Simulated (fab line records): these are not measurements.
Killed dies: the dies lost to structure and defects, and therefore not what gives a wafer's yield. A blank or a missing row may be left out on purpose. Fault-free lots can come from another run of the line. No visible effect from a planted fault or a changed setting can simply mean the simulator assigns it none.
Chamber matching	flow n5 finfet	N5_SD_EPI_N_ETCH_35 on rie diel-02: 4 sister chambers
The step etches SOC in N2/H2, overetch 108 nm, time 486 s. 8 wafers are shown with their chamber, then 11 later ones without.

## EACH WAFER AND ITS CHAMBER
wafer	chamber	drypump motor current A (A)	throttle valve pct (%)
L079.1	3	6.0	24.2
L080.4	0	5.0	24.0
L080.5	2	6.2	23.8
L085.2	2	6.2	23.8
L085.5	0	5.1	24.0
L088.3	3	6.0	24.2
L088.4	1	5.5	23.0
L089.1	1	5.5	23.1

## WAFERS WITHOUT THEIR CHAMBER
wafer	drypump motor current A (A)	throttle valve pct (%)
L089.4	5.9	24.2
L089.5	5.5	23.1
L091.2	6.2	23.8
L091.3	6.0	24.2
L091.6	5.1	24.1
L092.1	5.0	24.1
L092.2	5.5	23.1
L092.3	6.0	24.2
L093.3	5.1	24.1
L093.4	5.5	23.1
L093.6	5.5	23.1

## THE CHAMBER EACH PASSED THROUGH
wafer	from the rows above	in truth
L089.4	3	3
L089.5	1	1
L091.2	2	2
L091.3	3	3
L091.6	0	0
L092.1	0	0
L092.2	1	1
L092.3	3	3
L093.3	0	0
L093.4	1	1
L093.6	1	1
11 of 11 placed correctly. Number that these rows cannot place: 0. 0 placed wrongly.
How it was worked out, from the rows above alone: a wafer's distance from a chamber is the root of the sum, over the readings, of the square of ((its reading less the chamber's mean) divided by the reading's scatter). The wafer belongs to the nearest chamber; if the next one is less than 2 further off, it can't be placed. A chamber's mean is the mean of its shown wafers. How the scatter is found: for the shown wafers, subtract from each reading the mean of its chamber, square and add these, divide the total by (wafers less chambers), then take the root.
